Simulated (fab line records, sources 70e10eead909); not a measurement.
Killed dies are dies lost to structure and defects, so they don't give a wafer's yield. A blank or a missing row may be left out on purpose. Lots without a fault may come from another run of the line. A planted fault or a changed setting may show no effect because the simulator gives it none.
Which tool did it? | flow nand_harc | 12 lots, 36 wafers sampled, at 2 steps of a route of 1302

WHAT THE GAUGES READ, wafer by wafer
NHARC_A_SGD_CUT_INSPECT_25.
lot  | measured     | on                | raw_defect_count
L076 | day 20 04:22 | defect_inspect-01 | 319 318 270
L077 | day 20 12:58 | defect_inspect-02 | 376 503 393
L080 | day 21 15:38 | defect_inspect-01 | 305 354 438
L081 | day 22 10:28 | defect_inspect-01 | 380 379 448
L083 | day 24 01:08 | defect_inspect-02 | 413 309 375
L086 | day 24 01:19 | defect_inspect-02 | 192 216 270
L087 | day 24 18:19 | defect_inspect-01 | 299 282 254
L091 | day 26 03:31 | defect_inspect-02 | 407 385 403
L090 | day 26 13:54 | defect_inspect-01 | 297 345 385
L093 | day 27 11:13 | defect_inspect-01 | 410 275 396
L096 | day 28 12:52 | defect_inspect-01 | 416 502 435
L097 | day 29 03:53 | defect_inspect-02 | 351 304 259

WHICH TOOL RAN EACH LOT (tool, then ch and the chambers of the sampled wafers, then the start)
lot  | NHARC_A_SGD_CUT_STRIP_28
L076 | rie_diel-09 ch 0,1,2, day 20 04:22 or earlier
L077 | rie_diel-09 ch 1,2,3, day 20 12:58 or earlier
L080 | rie_diel-13 ch 1,2, day 21 15:38 or earlier
L081 | rie_diel-05 ch 0,1,2, day 22 10:28 or earlier
L083 | rie_diel-09 ch 0,2,3, day 24 01:08 or earlier
L086 | rie_diel-13 ch 1,2,3, day 24 01:19 or earlier
L087 | rie_diel-05 ch 0,1, day 24 18:19 or earlier
L091 | rie_diel-13 ch 0,3, day 26 03:24
L090 | rie_diel-09 ch 0,2, day 26 13:54 or earlier
L093 | rie_diel-13 ch 0,1,3, day 27 11:13 or earlier
L096 | rie_diel-09 ch 1,2, day 28 12:52 or earlier
L097 | rie_diel-05 ch 0,1,3, day 29 03:53 or earlier
- NHARC_A_SGD_CUT_STRIP_28: strips in O2, time 20 s.

THE ANSWER, worked out from the rows above alone
Rule: what is usual is taken from the lots themselves. Put in order of their means at a reading, lots are off if they are a third of the lots or fewer, leave a main group of 4 or more, and stand apart from it by a gap of 3 or more times the standard deviation of the main group's means; of several such gaps the widest counts. A main group whose means are all the same, to the digits that the tables above print for the reading, isn't used. A lot without any number at a reading at which 4 lots or more have one is off too. The other lots that the step has rows for count as sound.
No lot is off at any reading shown: from this, nothing can be told.

WHAT THE SIMULATOR HAD PUT IN
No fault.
